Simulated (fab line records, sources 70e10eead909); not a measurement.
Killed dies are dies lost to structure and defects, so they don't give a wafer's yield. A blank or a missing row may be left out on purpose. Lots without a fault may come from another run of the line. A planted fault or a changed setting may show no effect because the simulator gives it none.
Problem report in the 8D (eight disciplines) form, filled by code | flow nand_harc | the parts of the form that need people (team, actions taken, sign-off) are left out

1. THE PROBLEM
run_length_s at NHARC_A_M1_ETCH_35 reads a mean of 53.0 s on 2 wafers of 1 lot; wafers without a fault read 65.3 s with a standard deviation of 0.47. That is -26 standard deviations from the usual mean.
The step: etches the open film in N2/H2, target depth 40 nm, overetch 12 nm, time 43.94 s.
First seen on wafer L917.2, day 27 17:47, on rie_diel-12. The record holds 15 wafers of 5 lots with a number at this step. Rule for "out", or "out of limits": more than 4 standard deviations from the usual mean. The other wafers with a number count as sound.

2. WHAT IT IS AND WHAT IT IS NOT
question                    | is                | is not
which readings at this step | run_length_s      | drypump_motor_current_A, oes_product_au, rf_vpp_V, showerhead_plenum_p_Torr, throttle_valve_pct
which lots                  | L917              | L906, L907, L920, L922
which wafers of those lots  | L917.2, L917.5    | L917.3
read on which tools         | rie_diel-12       | rie_diel-13
when                        | from day 27 17:47 | up to then (7 sound wafers); but 6 sound wafers of L920, L922 came after

3. SUSPECTS, AND WHAT RULES EACH OUT
Counting: a tool at a process step up to the reading stays a suspect if it ran every lot that is out. Sound lots after the first of them don't rule it out here, since some wafers of a struck lot are sound.
- rie_diel-12 at NHARC_A_M1_DESCUM_14 (chemistry O2, time 3 s): kept. It ran the lot that is out, L917 (day 27 17:42); its last sound lot up to then is L906 (day 23 12:32).
- rie_diel-12 at NHARC_A_M1_ETCH_35 (etches the open film in N2/H2, target depth 40 nm, overetch 12 nm, time 43.94 s): kept. It ran the lot that is out, L917 (day 27 17:47); its last sound lot up to then is L906 (day 23 12:37). Its own readings are out on those wafers: run_length_s.
- Within rie_diel-12 at NHARC_A_M1_DESCUM_14: the wafers that are out ran in chamber 0; their sound lot-mates ran in chamber 2.
- Within rie_diel-12 at NHARC_A_M1_ETCH_35: the wafers that are out ran in chamber 0; their sound lot-mates ran in chamber 1.
Left after counting: rie_diel-12 at NHARC_A_M1_DESCUM_14, rie_diel-12 at NHARC_A_M1_ETCH_35.

4. THE CAUSE (what the simulator had put in)
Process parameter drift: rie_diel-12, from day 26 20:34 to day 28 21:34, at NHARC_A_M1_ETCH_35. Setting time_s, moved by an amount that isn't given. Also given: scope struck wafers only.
Counting left 2 suspects, and this tool is among them.

5. THE CHAIN OF EFFECTS, in route order
Each row: a reading whose mean over the struck wafers that have a number lies more than 3 standard deviations from the usual. Only readings for which the record gives a usual standard deviation are gone through. hours: the time from each lot's start at the first step in this table that gives one to its start at this step, as a median over the lots. sigmas: the change in usual standard deviations.
hours | step               | reading      | usual  | on struck wafers | change | sigmas
0     | NHARC_A_M1_ETCH_35 | run_length_s | 65.3 s | 53.0             | -12.3  | -26
The process steps in it:
- NHARC_A_M1_ETCH_35: etches the open film in N2/H2, target depth 40 nm, overetch 12 nm, time 43.94 s.
Later measuring or inspecting steps at which every struck wafer that the step has a row for has a number for every such reading, and none has moved that far: NHARC_END_SORT_01.

6. WHAT WOULD HAVE CAUGHT IT SOONER
In this record the first reading out of limits was taken at day 27 17:47, 21 hours after the fault began at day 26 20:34.
